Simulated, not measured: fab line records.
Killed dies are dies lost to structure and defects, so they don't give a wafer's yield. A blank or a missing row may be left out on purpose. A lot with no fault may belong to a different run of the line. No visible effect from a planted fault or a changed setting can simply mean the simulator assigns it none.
Matching of chambers | flow n5Finfet | N5_BEOL_M13_CMP_49 on cmp-04 has 4 sister chambers
The step polishes, stops on SiOC, t overpolish 17.1 s, target thk 420 nm. 8 wafers are shown with their chamber, then 10 later ones without.

WAFERS PAIRED WITH THEIR CHAMBERS
wafer  | chamber | motorCurrentA (A) | barrierFieldEndpointS (s)
L080.6 | 1       | 5.1               | 30.6
L086.2 | 2       | 6.1               | 30.9
L086.3 | 0       | 5.9               | 30.4
L087.3 | 2       | 6.2               | 30.9
L087.4 | 1       | 5.1               | 30.7
L087.5 | 3       | 6.8               | 30.6
L088.3 | 3       | 6.7               | 29.8
L088.5 | 0       | 5.6               | 31.0

WAFERS WITHOUT THEIR CHAMBER
wafer  | motorCurrentA (A) | barrierFieldEndpointS (s)
L088.6 | 5.2               | 30.1
L090.1 | 4.9               | 31.1
L090.2 | 7.1               | 30.5
L090.6 | 5.0               | 30.5
L092.1 | 5.5               | 30.3
L092.3 | 5.9               | 31.3
L092.6 | 5.7               | 30.8
L093.3 | 6.9               | 30.8
L093.5 | 5.3               | 29.9
L093.6 | 5.7               | 31.1

EACH ONE'S CHAMBER
wafer  | from the rows above     | in truth
L088.6 | 1                       | 1
L090.1 | 1                       | 1
L090.2 | 3                       | 3
L090.6 | 1                       | 1
L092.1 | can't be placed: 0 or 1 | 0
L092.3 | can't be placed: 0 or 2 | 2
L092.6 | 0                       | 0
L093.3 | 3                       | 3
L093.5 | can't be placed: 1 or 0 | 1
L093.6 | 0                       | 0
7 of 10 placed correctly. From these rows, 3 cannot be placed; in 3 the true chamber is one of the candidates. Wrongly placed: 0.
How it was worked out, from the rows above alone: a wafer's distance from a chamber is the root of the sum, over the readings, of the square of ((its reading less the chamber's mean) divided by the reading's scatter). The wafer belongs to the nearest chamber; if the next one is less than 2 further off, it can't be placed. A chamber's mean is the mean of its shown wafers. The scatter: take each reading less its chamber's mean, square it, sum over the shown wafers, divide by the number of wafers less the number of chambers, and take the root.
